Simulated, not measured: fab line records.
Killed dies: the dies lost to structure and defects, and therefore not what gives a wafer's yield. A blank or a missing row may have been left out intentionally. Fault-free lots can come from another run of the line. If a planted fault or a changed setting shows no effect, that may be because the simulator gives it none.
Which tool did it? -- flow nand_harc -- 14 lots, 42 wafers sampled, at 2 steps of a route of 1159

## WHAT EACH GAUGE READ, for each wafer
NHARC_A_WL_FILL_INSPECT_15.
lot,measured,on,raw_defect_count
L960,day 16 10:37,defect_inspect-01,326 284 207
L962,day 16 17:24,defect_inspect-01,327 497 536
L964,day 16 19:44,defect_inspect-01,505 696 334
L969,day 17 20:54,defect_inspect-02,221 246 301
L967,day 17 20:37,defect_inspect-01,400 195 336
L968,day 18 02:11,defect_inspect-01,263 610 405
L970,day 18 13:22,defect_inspect-02,199 228 189
L973,day 19 00:04,defect_inspect-01,319 374 443
L975,day 19 18:46,defect_inspect-02,405 296 482
L976,day 19 18:10,defect_inspect-01,596 568 527
L974,day 20 07:43,defect_inspect-01,557 316 547
L977,day 20 07:47,defect_inspect-02,291 279 330
L978,day 20 12:29,defect_inspect-01,326 303 298
L983,day 21 19:36,defect_inspect-02,274 250 517

## TOOL THAT RAN EACH LOT (tool first, then ch and the chambers of the sampled wafers, then the start)
lot,NHARC_A_WL_FILL_ETCHBACK_17
L960,"rie_metal-02 ch 0,1, day 15 20:41"
L962,"rie_metal-01 ch 0,1, day 16 03:05"
L964,"rie_metal-03 ch 1, day 16 04:40"
L969,"rie_metal-03 ch 0,1, day 17 07:02"
L967,"rie_metal-01 ch 0,1, day 17 07:03"
L968,"rie_metal-02 ch 0,1, day 17 13:47"
L970,"rie_metal-01 ch 0, day 18 02:01"
L973,"rie_metal-01 ch 0,1, day 18 12:30"
L975,"rie_metal-03 ch 0,1, day 19 07:14"
L976,"rie_metal-02 ch 0,1, day 19 07:17"
L974,"rie_metal-01 ch 0,1, day 19 20:32"
L977,"rie_metal-02 ch 0,1, day 19 20:32"
L978,"rie_metal-01 ch 0,1, day 20 01:09"
L983,"rie_metal-01 ch 0,1, day 21 05:06"
- NHARC_A_WL_FILL_ETCHBACK_17: etches the open film in Cl2/BCl3, target depth 4 nm, time 26.7 s.

## WHAT THE TOOLS THEMSELVES READ (means of the sampled wafers that have a number; where no wafer has one, the mark that the record gives instead)
NHARC_A_WL_FILL_ETCHBACK_17.
lot,tool,drypump_motor_current_A (A),oes_product_au (a.u.)
L960,rie_metal-02,5.50,0.999
L962,rie_metal-01,5.48,0.998
L964,rie_metal-03,5.92,0.995
L969,rie_metal-03,5.78,0.997
L967,rie_metal-01,5.50,1.001
L968,rie_metal-02,5.50,1.000
L970,rie_metal-01,5.28,1.006
L973,rie_metal-01,5.70,1.005
L975,rie_metal-03,5.85,0.994
L976,rie_metal-02,5.44,1.007
L974,rie_metal-01,5.48,1.001
L977,rie_metal-02,5.50,0.995
L978,rie_metal-01,5.50,1.005
L983,rie_metal-01,5.69,0.993

## THE ANSWER, worked out from the rows above alone
Rule: the usual values come from the lots themselves. The widest of any qualifying gaps counts: lots, ordered by their means at a reading, are off when they make up no more than a third of the lots, leave a main group of 4 or more, and stand apart from it by 3 or more times the standard deviation of that group's means. If all means in a main group match to the digits the tables above print for the reading, that group is not used. Also off: a lot with no number at a reading for which 4 or more lots have one. Where the step has rows for the other lots, those lots are counted as sound. Order of review: gauges by route order, followed by the tools' own readings, for which a lot's mean as printed above is used. At the first step where some lot is off, the reading lying furthest off is the one used; lots without a number count as furthest.
No lot is off on any of the readings shown, so nothing can be concluded from this.

## WHAT THE SIMULATOR PUT IN
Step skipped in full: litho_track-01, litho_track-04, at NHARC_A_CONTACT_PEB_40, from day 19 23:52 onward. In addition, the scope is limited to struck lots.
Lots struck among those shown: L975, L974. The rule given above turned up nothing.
